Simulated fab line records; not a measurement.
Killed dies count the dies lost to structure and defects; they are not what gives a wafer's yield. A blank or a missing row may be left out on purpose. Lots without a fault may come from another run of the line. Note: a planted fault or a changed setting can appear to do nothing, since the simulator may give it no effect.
fab line records | flow n5-finfet
record lots=15 | wafers=45 | last-day=17
route steps=1938 shown BEOL_M2@857
lots untouched by any fault: they come from a run of this same line in which no faults occurred
start-h: start of the lot's first displayed wafer, in hours after the record's first day | wait-h: hours since the lot's step before | " unchanged from the row above | L1.1+2: several wafers, shown together as one row | - value missing, or start not given | * or withheld: withheld | < > ~ a bound
route shown NAME@n: names a module that has steps shown in the file, with the first one's number in the route | usual: average and standard deviation across the fault-free wafers | same: alike in all rows | chamber/n: place in a boat | sites: readings site by site | _std_site: how widely they spread, as a standard deviation | _edge_site: mean of outer sites minus mean of inner sites | radius-mm: for every site, how far away it sits from the centre of the wafer | mask NAME#n: copy n | behind: the tool/chamber that last shaped the wafer | hold: why the lot was held/for how many hours/how that ended | device: the n, p or np transistor that did not switch | end of line: the tests these same wafers got at the end of their route | a step with no rows: only its recipe | killed: dies that structure and defects cost at the first sort, which is not the same as the wafer's yield | map: shows each die of a wafer: x if killed, . if not, _ if none is there
set.NAME: the setting as run; set.NAME@STEP: as run at that earlier step | model.NAME: the simulator's own value behind a step, which no gauge read
a sample of lots followed through the steps of the route, with each step as a table and each wafer as a row
services: the hour from which a tool's chamber was out of use, counted from the record's first day as start-h (under 0 if before that day), plus the number of hours and why
## steps
# step N5_BEOL_M2_DESCUM_16
# recipe chemistry=O2 | time-s=7 | source-power-w=50 | bias-power-w=20 | pressure-mtorr=20 | rf-frequency-hz=2.712e+07 | temp-c=40 | resist=CAR-EUV | o2-flow-sccm=225
# usual drypump-motor-current-A=5.6/0.43 | oes-product-au=0.83/0.087 | rf-vpp-V=243.6/1.3 | showerhead-plenum-p-Torr=2.12/0.07 | throttle-valve-pct=20.55/0.27
lot.wafer | tool        | chamber | start-h | wait-h | drypump-motor-current-A | oes-product-au | rf-hours-counter-h | rf-vpp-V | showerhead-plenum-p-Torr | throttle-valve-pct
L158.1    | rie-diel-01 | 2       | 132.47  | 0.1    | 5.6                     | 0.97           | 7                  | 245.5    | 2.24                     | 20.00
L158.5    | "           | 2       | "       | "      | 5.6                     | 0.97           | -                  | 245.4    | 2.24                     | 20.02
L158.6    | "           | 3       | "       | "      | 6.2                     | 0.84           | -                  | 246.0    | 2.22                     | 20.85
L160.4    | rie-diel-04 | 2       | 150.44  | 0.0    | 5.7                     | 0.97           | 9                  | 244.6    | 2.15                     | 20.67
L160.5    | "           | 2       | "       | "      | 5.7                     | 0.95           | -                  | 242.8    | 2.15                     | 20.67
L160.6    | "           | 1       | "       | "      | 4.7                     | 0.69           | -                  | 244.1    | 2.06                     | 20.60
L162.1    | rie-diel-01 | 0       | 152.27  | 0.1    | 5.9                     | 1.03           | 0                  | 242.7    | 2.15                     | 20.20
L162.4    | "           | 2       | "       | "      | 5.6                     | 0.94           | 17                 | 245.5    | 2.23                     | 20.03
L162.6    | "           | 0       | "       | "      | 5.9                     | 1.03           | -                  | 244.6    | 2.15                     | 20.20
L163.4    | rie-diel-02 | 1       | 163.81  | 0.0    | 5.3                     | 0.94           | 10                 | 242.3    | 2.05                     | 20.14
L163.5    | "           | 0       | "       | "      | 5.6                     | 0.75           | -                  | 243.4    | 2.09                     | 20.79
L163.6    | "           | 3       | "       | "      | 4.9                     | 0.75           | -                  | 243.2    | 2.10                     | 20.49
L165.2    | rie-diel-01 | 2       | 182.51  | 0.3    | 5.6                     | 0.91           | 27                 | 246.0    | 2.23                     | 20.04
L165.4    | "           | 0       | "       | "      | 5.9                     | 0.97           | 11                 | 244.0    | 2.14                     | 20.22
L165.6    | "           | 2       | "       | "      | 5.6                     | 0.91           | -                  | 244.3    | 2.23                     | 20.04
L167.1    | rie-diel-02 | 3       | 185.95  | 0.1    | 4.9                     | 0.73           | 163                | 243.2    | 2.10                     | 20.50
L167.2    | "           | 1       | "       | "      | 5.4                     | 0.92           | 18                 | 243.0    | 2.04                     | 20.16
L167.6    | "           | 1       | "       | "      | 5.4                     | 0.90           | -                  | 243.4    | 2.04                     | 20.15
L168.1    | rie-diel-01 | 1       | 186.95  | 0.1    | 6.1                     | 0.77           | 119                | 242.1    | 2.02                     | 20.69
L168.2    | "           | 3       | "       | "      | 6.2                     | 0.81           | 100                | 245.8    | 2.21                     | 20.87
L168.4    | "           | 0       | "       | "      | 5.9                     | 0.96           | 13                 | 242.6    | 2.14                     | 20.22
L169.1    | rie-diel-04 | 1       | 201.12  | 0.0    | 4.8                     | 0.69           | 239                | 241.8    | 2.05                     | 20.63
L169.2    | "           | 3       | "       | "      | 5.4                     | 0.80           | 97                 | 242.9    | 2.12                     | 20.62
L169.4    | "           | 2       | "       | "      | 5.6                     | 0.92           | 26                 | 243.9    | 2.14                     | 20.71
L170.1    | rie-diel-04 | 3       | 208.14  | 0.0    | 5.4                     | 0.80           | 98                 | 244.1    | 2.12                     | 20.61
L170.3    | "           | 2       | "       | "      | 5.6                     | 0.91           | 29                 | 245.1    | 2.14                     | 20.70
L170.4    | "           | 1       | "       | "      | 4.8                     | 0.68           | 241                | 243.6    | 2.05                     | 20.63
L175.3    | rie-diel-02 | 0       | 240.62  | 0.3    | 5.6                     | 0.74           | 195                | 244.0    | 2.09                     | 20.80
L175.4    | "           | 1       | "       | "      | 5.4                     | 0.88           | 35                 | 244.3    | 2.04                     | 20.19
L175.6    | "           | 3       | "       | "      | 4.9                     | 0.72           | -                  | 242.7    | 2.09                     | 20.54
L176.1    | rie-diel-04 | 3       | 241.67  | 0.0    | 5.4                     | 0.78           | 111                | 242.7    | 2.12                     | 20.65
L176.3    | "           | 2       | "       | "      | 5.7                     | 0.89           | 42                 | 243.8    | 2.14                     | 20.72
L176.6    | "           | 2       | "       | "      | 5.6                     | 0.88           | -                  | 243.6    | 2.14                     | 20.72
L178.1    | rie-diel-01 | 3       | 248.36  | 0.5    | 6.2                     | 0.79           | 123                | 242.7    | 2.20                     | 20.91
L178.2    | "           | 1       | "       | "      | 6.1                     | 0.74           | 142                | 241.1    | 2.01                     | 20.71
L178.3    | "           | 2       | "       | "      | 5.6                     | 0.87           | 52                 | 244.7    | 2.22                     | 20.07
L179.2    | rie-diel-01 | 1       | 260.55  | 0.4    | 6.1                     | 0.74           | 147                | 240.7    | 2.01                     | 20.73
L179.3    | "           | 0       | "       | "      | 6.0                     | 0.92           | 40                 | 243.6    | 2.13                     | 20.26
L179.6    | "           | 2       | "       | "      | 5.6                     | 0.86           | -                  | 245.8    | 2.22                     | 20.10
L181.3    | rie-diel-01 | 0       | 268.63  | 0.0    | 5.9                     | 0.90           | 44                 | 243.8    | 2.13                     | 20.27
L181.4    | "           | 2       | "       | "      | 5.6                     | 0.85           | 62                 | 246.5    | 2.22                     | 20.09
L181.6    | "           | 3       | "       | "      | 6.2                     | 0.79           | -                  | 244.7    | 2.20                     | 20.92
L180.1    | rie-diel-04 | 1       | 268.90  | 0.0    | 4.7                     | 0.96           | 5                  | 241.2    | 2.05                     | 20.27
L180.3    | "           | 2       | "       | "      | 5.7                     | 0.85           | 54                 | 243.5    | 2.13                     | 20.76
L180.5    | "           | 0       | "       | "      | 5.5                     | 0.85           | -                  | 244.3    | 2.12                     | 20.57
# step N5_BEOL_M2_HM_OPEN_17
# recipe chemistry=Cl2/BCl3 | target-depth-a=200 | overetch-a=60 | target=TiN | mask-material=SOC | ion-energy-ev=150 | pressure-mtorr=10 | icp-w=1000 | bias-w=126 | Cl2_flow_sccm=53.25 | bcl3-flow-sccm=21.75 | Ar_flow_sccm=25
# usual bcl3-flow-sccm=21.75/0.082 | drypump-motor-current-A=6.0/0.47 | oes-product-au=0.67/0.063 | throttle-valve-pct=22.15/0.17
lot.wafer | tool         | chamber | start-h | wait-h | bcl3-flow-sccm | drypump-motor-current-A | oes-product-au | rf-hours-counter-h | throttle-valve-pct
L158.1    | rie-metal-03 | 0       | 132.72  | 0.0    | 21.74          | 6.2                     | 0.66           | 35                 | 22.09
L158.5    | "            | 0       | "       | "      | 21.84          | 6.2                     | 0.66           | -                  | 22.06
L158.6    | "            | 0       | "       | "      | 21.77          | 6.2                     | 0.66           | -                  | 22.07
L160.4    | rie-metal-01 | 1       | 150.78  | 0.1    | 21.87          | 5.6                     | 0.69           | -                  | 22.12
L160.5    | "            | 1       | "       | "      | 21.74          | 5.6                     | 0.69           | -                  | 22.14
L160.6    | "            | 1       | "       | "      | 21.81          | 5.6                     | 0.69           | -                  | 22.13
L162.1    | rie-metal-02 | 1       | 152.52  | 0.0    | 21.92          | 6.5                     | 0.68           | 38                 | 21.82
L162.4    | "            | 1       | "       | "      | 21.85          | 6.5                     | 0.68           | -                  | 21.82
L162.6    | "            | 0       | "       | "      | 21.59          | 6.6                     | 0.69           | -                  | 22.35
L163.4    | rie-metal-01 | 1       | 164.15  | 0.1    | 21.75          | 5.5                     | 0.69           | -                  | 22.14
L163.5    | "            | 1       | "       | "      | 21.76          | 5.6                     | 0.68           | -                  | 22.13
L163.6    | "            | 1       | "       | "      | 21.62          | 5.6                     | 0.69           | -                  | 22.12
L165.2    | rie-metal-01 | 1       | 182.77  | 0.0    | 21.78          | 5.5                     | 0.69           | 29                 | 22.13
L165.4    | "            | 0       | "       | "      | 21.77          | 6.0                     | 0.56           | -                  | 22.30
L165.6    | "            | 1       | "       | "      | 21.71          | 5.6                     | 0.69           | -                  | 22.13
L167.1    | rie-metal-02 | 0       | 186.20  | 0.0    | 21.80          | 6.6                     | 0.68           | 36                 | 22.37
L167.2    | "            | 1       | "       | "      | 21.76          | 6.5                     | 0.68           | 41                 | 21.82
L167.6    | "            | 1       | "       | "      | 21.79          | 6.5                     | 0.69           | -                  | 21.81
L168.1    | rie-metal-01 | 1       | 187.20  | 0.0    | 21.89          | 5.6                     | 0.68           | 30                 | 22.12
L168.2    | "            | 0       | "       | "      | 21.81          | 6.0                     | 0.55           | 96                 | 22.33
L168.4    | "            | 0       | "       | "      | 21.80          | 6.0                     | 0.56           | -                  | 22.32
L169.1    | rie-metal-03 | 1       | 201.37  | 0.0    | 21.83          | 5.3                     | 0.80           | 6                  | 22.24
L169.2    | "            | 0       | "       | "      | 21.62          | 6.2                     | 0.65           | 42                 | 22.06
L169.4    | "            | 1       | "       | "      | 21.86          | 5.3                     | 0.79           | -                  | 22.26
L170.1    | rie-metal-01 | 1       | 208.39  | 0.0    | 21.69          | 5.6                     | 0.68           | 32                 | 22.14
L170.3    | "            | 1       | "       | "      | 21.65          | 5.5                     | 0.68           | -                  | 22.14
L170.4    | "            | 0       | "       | "      | 21.83          | 6.1                     | 0.56           | -                  | 22.34
L175.3    | rie-metal-01 | 1       | 240.91  | 0.1    | 21.68          | 5.6                     | 0.67           | -                  | 22.13
L175.4    | "            | 0       | "       | "      | 21.73          | 6.0                     | 0.56           | -                  | 22.33
L175.6    | "            | 0       | "       | "      | 21.71          | 6.0                     | 0.55           | -                  | 22.34
L176.1    | rie-metal-03 | 1       | 241.92  | 0.0    | 21.72          | 5.3                     | 0.77           | 9                  | 22.26
L176.3    | "            | 1       | "       | "      | 21.72          | 5.3                     | 0.78           | -                  | 22.26
L176.6    | "            | 1       | "       | "      | 21.64          | 5.3                     | 0.78           | -                  | 22.23
L178.1    | rie-metal-02 | 1       | 248.62  | 0.0    | 21.87          | 6.5                     | 0.66           | 46                 | 21.85
L178.2    | "            | 0       | "       | "      | 21.69          | 6.6                     | 0.68           | 42                 | 22.36
L178.3    | "            | 0       | "       | "      | 21.80          | 6.6                     | 0.66           | -                  | 22.38
L179.2    | rie-metal-01 | 1       | 260.81  | 0.0    | 21.60          | 5.5                     | 0.67           | 37                 | 22.15
L179.3    | "            | 1       | "       | "      | 21.70          | 5.5                     | 0.67           | -                  | 22.14
L179.6    | "            | 0       | "       | "      | 21.68          | 6.0                     | 0.55           | -                  | 22.35
L181.3    | rie-metal-01 | 0       | 268.91  | 0.1    | 21.60          | 6.1                     | 0.55           | -                  | 22.32
L181.4    | "            | 1       | "       | "      | 21.70          | 5.6                     | 0.67           | -                  | 22.13
L181.6    | "            | 0       | "       | "      | 21.65          | 6.0                     | 0.55           | -                  | 22.33
L180.1    | rie-metal-02 | 0       | 269.15  | 0.0    | 21.71          | 6.7                     | 0.67           | 44                 | 22.34
L180.3    | "            | 1       | "       | "      | 21.66          | 6.5                     | 0.66           | -                  | 21.83
L180.5    | "            | 0       | "       | "      | 21.68          | 6.7                     | 0.68           | -                  | 22.35
# step N5_BEOL_M2_DEVELOP_27
# recipe develop-time-s=30 | developer=TMAH | resist=CAR-EUV | rinse-liquid=surfactant-rinse | dry=air-spin | dev-temp-c=23
# usual chill-plate-temp-C=23.02/0.11 | develop-time-s=30/0 | developer-temp-C=22.97/0.11 | resist-line-temp-C=23.00/0.12
lot.wafer | tool           | chamber | start-h | wait-h | chill-plate-temp-C | develop-time-s | developer-temp-C | resist-line-temp-C
L158.1    | litho-track-05 | 0       | 133.38  | -      | 23.10              | 30             | 22.97            | 22.95
L158.5    | "              | 0       | "       | "      | 23.01              | 30             | 22.91            | 22.95
L158.6    | "              | 0       | "       | "      | 23.12              | 30             | 22.90            | 23.04
L160.4    | litho-track-05 | 0       | 151.22  | -      | 23.07              | 30             | 22.89            | 22.97
L160.5    | "              | 0       | "       | "      | 23.13              | 30             | 22.91            | 22.94
L160.6    | "              | 0       | "       | "      | 22.71              | 30             | 22.75            | 23.01
L162.1    | litho-track-05 | 0       | 152.96  | -      | 23.10              | 30             | 22.88            | 23.01
L162.4    | "              | 0       | "       | "      | 23.18              | 30             | 22.78            | 23.02
L162.6    | "              | 0       | "       | "      | 23.14              | 30             | 22.88            | 22.90
L163.4    | litho-track-04 | 0       | 164.60  | -      | 23.04              | 30             | 23.17            | 23.09
L163.5    | "              | 0       | "       | "      | 22.93              | 30             | 23.03            | 23.00
L163.6    | "              | 0       | "       | "      | 23.08              | 30             | 22.98            | 22.88
L165.2    | litho-track-02 | 0       | 183.22  | -      | 23.04              | 30             | 23.10            | 23.03
L165.4    | "              | 0       | "       | "      | 23.14              | 30             | 22.82            | 22.94
L165.6    | "              | 0       | "       | "      | 23.06              | 30             | 22.98            | 22.92
L167.1    | litho-track-02 | 0       | 186.81  | -      | 23.12              | 30             | 22.79            | 23.17
L167.2    | "              | 0       | "       | "      | 23.26              | 30             | 22.96            | 23.13
L167.6    | "              | 0       | "       | "      | 23.24              | 30             | 22.87            | 23.05
L168.1    | litho-track-05 | -       | 187.78  | -      | -                  | -              | -                | -
L168.2    | "              | -       | "       | "      | -                  | -              | -                | -
L168.4    | "              | -       | "       | "      | -                  | -              | -                | -
L169.1    | litho-track-04 | -       | 201.94  | -      | -                  | -              | -                | -
L169.2    | "              | -       | "       | "      | -                  | -              | -                | -
L169.4    | "              | -       | "       | "      | -                  | -              | -                | -
L170.1    | litho-track-05 | -       | 208.97  | -      | -                  | -              | -                | -
L170.3    | "              | -       | "       | "      | -                  | -              | -                | -
L170.4    | "              | -       | "       | "      | -                  | -              | -                | -
L175.3    | litho-track-05 | 0       | 241.44  | -      | 22.94              | 30             | 22.97            | 22.89
L175.4    | "              | 0       | "       | "      | 22.98              | 30             | 22.91            | 22.94
L175.6    | "              | 0       | "       | "      | 22.97              | 30             | 23.06            | 22.89
L176.1    | litho-track-04 | 0       | 242.49  | -      | 22.96              | 30             | 23.23            | 23.11
L176.3    | "              | 0       | "       | "      | 23.19              | 30             | 23.24            | 23.20
L176.6    | "              | 0       | "       | "      | 22.94              | 30             | 23.15            | 23.05
L178.1    | litho-track-05 | 0       | 249.19  | -      | 23.03              | 30             | 23.03            | 22.79
L178.2    | "              | 0       | "       | "      | 22.82              | 30             | 22.98            | 22.82
L178.3    | "              | 0       | "       | "      | 22.88              | 30             | 22.91            | 22.89
L179.2    | litho-track-05 | 0       | 261.26  | -      | 22.81              | 30             | 22.97            | 22.92
L179.3    | "              | 0       | "       | "      | 22.98              | 30             | 22.81            | 22.94
L179.6    | "              | 0       | "       | "      | 23.09              | 30             | 22.82            | 22.95
L181.3    | litho-track-05 | 0       | 269.45  | -      | 22.84              | 30             | 22.97            | 23.02
L181.4    | "              | 0       | "       | "      | 22.84              | 30             | 23.02            | 23.08
L181.6    | "              | 0       | "       | "      | 23.06              | 30             | 23.04            | 23.02
L180.1    | litho-track-05 | 0       | 269.72  | -      | 23.00              | 30             | 23.02            | 23.05
L180.3    | "              | 0       | "       | "      | 23.03              | 30             | 23.07            | 23.09
L180.5    | "              | 0       | "       | "      | 22.85              | 30             | 23.03            | 23.04
# step N5_BEOL_M2_ALD_98
# recipe material=SiO2 | target-thk-a=25 | temp-c=100 | ald-precursor-family=BDEAS | ald-co-reactant=O2-plasma | pulse-time-s=1 | co-reactant-pulse-time-s=1 | purge-time-s=2 | co-reactant-purge-time-s=2 | ald-cycles=17 | pressure-torr=2
# usual heater-power-w=77/8.3 | precursor-pulse-height-rel=1.000/0.02
lot.wafer | tool       | chamber | start-h | wait-h | heater-power-w | precursor-pulse-height-rel
L158.1    | ald-sin-03 | 2       | 134.66  | 0.8    | 72             | 1.022
L158.5    | "          | 0       | "       | "      | 83             | 1.011
L158.6    | "          | 1       | "       | "      | 69             | 1.011
L160.4    | ald-sin-02 | 2       | 151.53  | 0.1    | 82             | 1.014
L160.5    | "          | 3       | "       | "      | 90             | 0.977
L160.6    | "          | 0       | "       | "      | 82             | 0.994
L162.1    | ald-sin-03 | 0       | 153.45  | 0.2    | 81             | 1.001
L162.4    | "          | 1       | "       | "      | 70             | 1.002
L162.6    | "          | 1       | "       | "      | 69             | 1.002
L163.4    | ald-sin-04 | 3       | 164.91  | 0.1    | 64             | 1.005
L163.5    | "          | 2       | "       | "      | 78             | 0.994
L163.6    | "          | 3       | "       | "      | 64             | 1.031
L165.2    | ald-sin-04 | 1       | 184.69  | 1.2    | 75             | 0.969
L165.4    | "          | 2       | "       | "      | 81             | 0.994
L165.6    | "          | 1       | "       | "      | 74             | 0.987
L167.1    | ald-sin-04 | 2       | 187.59  | 0.5    | 81             | 1.038
L167.2    | "          | 3       | "       | "      | 64             | 1.011
L167.6    | "          | 2       | "       | "      | 81             | 0.984
L168.1    | ald-sin-04 | 3       | 188.31  | 0.3    | 66             | 1.019
L168.2    | "          | 1       | "       | "      | 75             | 0.978
L168.4    | "          | 2       | "       | "      | 80             | 0.998
L169.1    | ald-sin-02 | 1       | 202.25  | 0.1    | 60             | 1.026
L169.2    | "          | 3       | "       | "      | 89             | 1.008
L169.4    | "          | 0       | "       | "      | 81             | 0.990
L170.1    | ald-sin-02 | 3       | 209.56  | 0.2    | 90             | 1.036
L170.3    | "          | 0       | "       | "      | 81             | 1.016
L170.4    | "          | 2       | "       | "      | 81             | 0.947
L175.3    | ald-sin-03 | 3       | 241.91  | 0.2    | 75             | 1.022
L175.4    | "          | 0       | "       | "      | 81             | 0.997
L175.6    | "          | 2       | "       | "      | 72             | 0.992
L176.1    | ald-sin-03 | 0       | 242.80  | 0.1    | 81             | 1.006
L176.3    | "          | 2       | "       | "      | 71             | 0.994
L176.6    | "          | 2       | "       | "      | 71             | 1.004
L178.1    | ald-sin-04 | 0       | 249.93  | 0.5    | 93             | 1.026
L178.2    | "          | 2       | "       | "      | 80             | 0.996
L178.3    | "          | 1       | "       | "      | 76             | 1.008
L179.2    | ald-sin-04 | 1       | 261.62  | 0.1    | 77             | 1.004
L179.3    | "          | 0       | "       | "      | 92             | 0.966
L179.6    | "          | 1       | "       | "      | 76             | 0.990
L181.3    | ald-sin-03 | 2       | 269.99  | 0.3    | 73             | 0.971
L181.4    | "          | 1       | "       | "      | 70             | 0.995
L181.6    | "          | 3       | "       | "      | 77             | 0.978
L180.1    | ald-sin-03 | 3       | 270.08  | 0.1    | 76             | 0.991
L180.3    | "          | 1       | "       | "      | 69             | 1.024
L180.5    | "          | 0       | "       | "      | 80             | 1.029
## services
tool           | chamber | start-h | hours | kind
rie-diel-04    | 1       | 120.61  | 9.8   | repair
rie-metal-02   | 0       | 123.42  | 13.7  | repair
rie-diel-01    | 0       | 125.47  | -     | clean
rie-diel-01    | 0       | 125.47  | -     | consumable-replace:focus-ring
rie-diel-01    | 0       | 125.47  | 24.0  | scheduled-down
rie-diel-01    | 0       | 125.47  | 24.0  | vent-cycle
rie-metal-02   | -       | 128.87  | 2.8   | pm
rie-metal-02   | -       | 132.12  | 2.2   | repair
rie-metal-01   | 0       | 139.66  | 5.8   | repair
rie-metal-01   | 0       | 145.57  | 27.8  | repair
rie-metal-01   | -       | 151.98  | 1.0   | repair
ald-sin-03     | 3       | 172.68  | 20.5  | repair
ald-sin-03     | -       | 178.11  | 14.0  | pm
ald-sin-03     | 0       | 178.11  | 14.0  | vent-cycle
ald-sin-03     | 1       | 178.11  | 14.0  | vent-cycle
ald-sin-03     | 2       | 178.11  | 14.0  | vent-cycle
rie-diel-02    | 0       | 180.49  | 4.4   | repair
ald-sin-02     | -       | 182.71  | 14.6  | pm
ald-sin-03     | 0       | 192.11  | -     | clean
ald-sin-03     | 1       | 192.11  | -     | clean
rie-diel-02    | -       | 220.78  | 2.3   | repair
ald-sin-04     | -       | 223.62  | 0.7   | repair
litho-track-05 | -       | 246.46  | -     | consumable-replace:filter
ald-sin-03     | -       | 254.01  | 0.5   | repair
## key
first-sign step=N5_BEOL_M2_DEVELOP_27 | reading=tool-record | direction=missing
effect none on later readings
met-at N5_BEOL_M2_DEVELOP_27
struck-lots L168,L169,L170
later-rows-left-out L168.1,L168.2,L168.4,L169.1,L169.2,L169.4,L170.1,L170.3,L170.4
sort-left-out L168.1,L168.2,L168.4,L169.1,L169.2,L169.4,L170.1,L170.3,L170.4
not-acting-at N5_BEOL_M2_DESCUM_16,N5_BEOL_M2_HM_OPEN_17,N5_BEOL_M2_ALD_98
onset-between 164.60 187.78
fault kind=skipped-step-whole | tool=litho-track-04,litho-track-05 | chamber=- | onset-h=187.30 | steps=N5_BEOL_M2_DEVELOP_27 | scope=struck-lots-only
# sort-left-out: the simulated sort isn't trusted on such a fault, so these wafers' sort isn't shown, and their yield isn't known
# later-rows-left-out: the simulator's readings of these wafers behind a module that went badly wrong aren't trusted and aren't shown, but for the sort
